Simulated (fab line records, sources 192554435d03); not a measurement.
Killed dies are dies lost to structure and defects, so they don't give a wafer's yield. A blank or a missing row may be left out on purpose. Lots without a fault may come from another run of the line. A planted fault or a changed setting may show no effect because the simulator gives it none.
Chamber matching | flow n5_finfet | N5_BEOL_M10_CURE_72 on uv_cure-01: 3 sister chambers
The step cures SiCOH lowk, time 120 s. 6 wafers are shown with their chamber, then 12 later ones without.

WAFERS WITH THEIR CHAMBER
wafer  | chamber | wafer_temp_C_max | lamp_power_pct (%)
L088.4 | 1       | 371.6            | 52.27
L088.5 | 1       | 371.7            | 52.32
L089.4 | 0       | 371.3            | 52.42
L089.5 | 0       | 371.1            | 52.29
L090.4 | 2       | 371.2            | 52.36
L090.5 | 2       | 371.7            | 52.28

WAFERS WITHOUT THEIR CHAMBER
wafer  | wafer_temp_C_max | lamp_power_pct (%)
L092.1 | 371.7            | 52.25
L092.2 | 371.6            | 52.35
L092.5 | 371.7            | 52.38
L091.1 | 371.4            | 52.37
L091.4 | 370.7            | 52.25
L091.6 | 371.3            | 52.27
L095.1 | 371.3            | 52.36
L095.2 | 372.2            | 52.18
L095.4 | 371.9            | 52.32
L097.4 | 371.0            | 52.32
L097.5 | 370.8            | 52.30
L097.6 | 371.0            | 52.30

WHICH CHAMBER EACH WENT THROUGH
wafer  | from the rows above          | in truth
L092.1 | can't be placed: 1 or 2      | 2
L092.2 | can't be placed: 2 or 1 or 0 | 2
L092.5 | can't be placed: 1 or 2 or 0 | 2
L091.1 | can't be placed: 2 or 0 or 1 | 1
L091.4 | can't be placed: 0 or 2 or 1 | 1
L091.6 | can't be placed: 2 or 0 or 1 | 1
L095.1 | can't be placed: 0 or 2 or 1 | 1
L095.2 | can't be placed: 1 or 2      | 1
L095.4 | can't be placed: 1 or 2 or 0 | 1
L097.4 | can't be placed: 0 or 2 or 1 | 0
L097.5 | can't be placed: 0 or 2 or 1 | 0
L097.6 | can't be placed: 0 or 2 or 1 | 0
Placed correctly: 0 of 12. Can't be placed from these rows: 12 (the true chamber is among the candidates in 12). Placed wrongly: 0.
How it was worked out, from the rows above alone: a wafer's distance from a chamber is the root of the sum, over the readings, of the square of ((its reading less the chamber's mean) divided by the reading's scatter). The wafer belongs to the nearest chamber; if the next one is less than 2 further off, it can't be placed. A chamber's mean is the mean of its shown wafers. The scatter: the root of (the sum of the squares of (reading less its chamber's mean) over the shown wafers, divided by (wafers less chambers)).
